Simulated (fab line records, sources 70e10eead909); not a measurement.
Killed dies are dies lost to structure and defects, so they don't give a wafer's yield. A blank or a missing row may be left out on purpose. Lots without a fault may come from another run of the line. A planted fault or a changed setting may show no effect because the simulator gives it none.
A struck lot beside a sound one | flow nand_harc | 13 steps out of a route of 1302
Sound: wafers L148.3, L148.4, L148.5. Struck: wafers L151.4, L151.5, L151.6. The cause comes at the end.
At each step with rows: each side's tool, then ch and its chambers, then its first start. Under that, the readings that differ: sound wafers | struck wafers | difference of the means | sigmas: that difference in standard deviations of wafers without a fault.
alike: readings whose means differ by less than 2 such deviations, and words and numbers that are the same on both sides. not compared: withheld readings, readings that some wafer has no value for, bounds like >300 that may hide the same value, and numbers for which the record gives no deviation and whose values overlap.
The two part at a step that has a row with sigmas, a row that says differs or no value, or rows on one side only. Numbers that don't overlap but have no deviation are shown without sigmas and don't part them. A reading that every wafer of one side lacks parts them only if that side has two wafers or more.

NHARC_A_CHANNEL_FILL_D2_ALD_15: deposits SiNx, target thk 2 nm, pulse time 60 s, ald cycles 19.
  sound on ald_sin_batch-02 ch 0; struck on ald_sin_batch-03 ch 0
  alike: chamber_pressure_Torr, precursor_pulse_height_rel
NHARC_A_CHANNEL_FILL_D2_ALD_16: deposits SiO2, target thk 1.5 nm, pulse time 10 s, ald cycles 15.
  sound on ald_hk-02 ch 0,1,3, day 16 00:18; struck on ald_hk-01 ch 2,3, day 17 17:22
  alike: heater_power_outer_w, heater_power_w, precursor_pulse_height_rel
then, 3 steps without rows for these wafers: NHARC_A_CHANNEL_FILL_D2_ANNEAL_17 (time 1800 s); NHARC_A_CHANNEL_FILL_D2_CVD_18 (deposits poly-Si, target thk 3 nm); NHARC_A_CHANNEL_FILL_D2_ETCHBACK_19 (etches the open film in HBr/Cl2, target depth 5 nm, time 1.7 s).
NHARC_A_CHANNEL_FILL_D2_ETCHBACK_20: etches the open film in C4F8/O2/Ar, target depth 27 nm, time 13.5 s.
  sound on rie_diel-05 ch 0,2, day 16 12:53; struck on rie_diel-02 ch 0,1,2, day 18 06:14
  alike: chamber_pressure_mTorr, oes_product_au, rf_vpp_V
  not compared: rf_hours_counter_h
NHARC_A_CHANNEL_FILL_D2_STRIP_28: strips in O2, time 20 s.
  sound on rie_diel-05 ch 1,2,3, day 16 12:58; struck on rie_diel-02 ch 0,1,2, day 18 06:20
  alike: chamber_pressure_mTorr, drypump_motor_current_A, oes_product_au, rf_vpp_V, showerhead_plenum_p_Torr, throttle_valve_pct
  not compared: rf_hours_counter_h
then, 4 steps without rows for these wafers: NHARC_A_CHANNEL_FILL_D2_PRECLEAN_21 (cleans in dHF, time 30 s); NHARC_A_CHANNEL_FILL_D2_SRD_23; NHARC_A_CHANNEL_FILL_D2_CVD_05 (deposits poly-Si, target thk 5 nm); NHARC_A_CHANNEL_FILL_D2_ANNEAL_22 (time 7200 s).
NHARC_A_CHANNEL_FILL_D2_ALD_25: deposits SiOx, target thk 60 nm, pulse time 10 s, ald cycles 600.
  sound on ald_hk-04 ch 1,2,3, day 17 05:27; struck on ald_hk-01 ch 0,2,3, day 18 20:56
  no value came back on the struck wafers for ald_cycles, heater_power_outer_w (W), heater_power_w (W), precursor_pulse_height_rel; on the sound wafers ald_cycles reads 600 600 600
NHARC_A_CHANNEL_FILL_D2_ETCHBACK_08: etches the open film in C4F8, target depth 220 nm, time 110 s.
  sound on rie_diel-05 ch 1,2; struck on rie_diel-05 ch 1,2,3
  alike: chamber_pressure_mTorr, oes_product_au, rf_vpp_V
  not compared: rf_hours_counter_h

WHERE THEY PART
Only at NHARC_A_CHANNEL_FILL_D2_ALD_25, within this record. Later steps at which nothing parts them and some readings are alike: NHARC_A_CHANNEL_FILL_D2_ETCHBACK_08.

WHY: what the simulator had put in
Skipped step whole: ald_hk-01, from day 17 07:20 on, at NHARC_A_CHANNEL_FILL_D2_ALD_25. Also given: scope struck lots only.
